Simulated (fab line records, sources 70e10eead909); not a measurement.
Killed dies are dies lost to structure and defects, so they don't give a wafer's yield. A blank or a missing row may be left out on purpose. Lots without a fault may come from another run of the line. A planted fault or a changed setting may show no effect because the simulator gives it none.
Chamber matching | flow nand_harc | NHARC_A_STAIRCASE_DESCUM_291 on rie_diel-02: 4 sister chambers
The step chemistry O2, time 3 s. 14 wafers are shown with their chamber, then 7 later ones without.

WAFERS WITH THEIR CHAMBER
wafer  | chamber | showerhead_plenum_p_Torr (Torr) | drypump_motor_current_A (A) | rf_vpp_V (V)
L081.2 | 1       | 1.96                            | 5.8                         | 60.1
L081.3 | 0       | 2.06                            | 6.1                         | 59.1
L081.4 | 2       | 2.05                            | 6.5                         | 59.0
L079.2 | 1       | 1.96                            | 5.8                         | 59.7
L079.4 | 2       | 2.05                            | 6.5                         | 59.8
L079.5 | 1       | 1.96                            | 5.8                         | 56.9
L085.2 | 0       | 2.05                            | 6.1                         | 58.0
L085.5 | 2       | 2.04                            | 6.5                         | 58.6
L085.6 | 1       | 1.96                            | 5.8                         | 56.9
L087.1 | 2       | 2.04                            | 6.4                         | 57.8
L087.4 | 1       | 1.96                            | 5.8                         | 57.5
L087.6 | 2       | 2.04                            | 6.4                         | 57.7
L091.1 | 2       | 2.04                            | 6.5                         | 59.6
L091.3 | 3       | 1.83                            | 5.5                         | 56.0

SIGNATURES (means of the wafers above)
reading                  | chamber 0 | chamber 1 | chamber 2 | chamber 3 | scatter within a chamber
showerhead_plenum_p_Torr | 2.0550    | 1.9600    | 2.0433    | 1.8300    | 0.00428
drypump_motor_current_A  | 6.100     | 5.800     | 6.467     | 5.500     | 0.0365
rf_vpp_V                 | 58.550    | 58.220    | 58.750    | 56.000    | 1.19
Rule: a wafer's distance from a chamber is the root of the sum, over the readings, of the square of ((its reading less the chamber's mean) divided by the reading's scatter). The wafer belongs to the nearest chamber; if the next one is less than 2 further off, it can't be placed. The scatter: the root of (the sum of the squares of (reading less its chamber's mean) over the shown wafers, divided by (wafers less chambers)).

WAFERS WITHOUT THEIR CHAMBER
wafer  | showerhead_plenum_p_Torr (Torr) | drypump_motor_current_A (A) | rf_vpp_V (V)
L091.4 | 1.95                            | 5.9                         | 59.4
L093.1 | 1.95                            | 5.8                         | 57.3
L093.2 | 1.83                            | 5.5                         | 58.8
L093.4 | 2.04                            | 6.1                         | 57.3
L094.3 | 2.04                            | 6.1                         | 58.3
L094.4 | 1.83                            | 5.5                         | 57.1
L094.6 | 2.03                            | 6.5                         | 55.9

WHICH CHAMBER EACH WENT THROUGH
wafer  | from the rows above | in truth
L091.4 | 1                   | 1
L093.1 | 1                   | 1
L093.2 | 3                   | 3
L093.4 | 0                   | 0
L094.3 | 0                   | 0
L094.4 | 3                   | 3
L094.6 | 2                   | 2
Placed correctly: 7 of 7. Can't be placed from these rows: 0. Placed wrongly: 0.
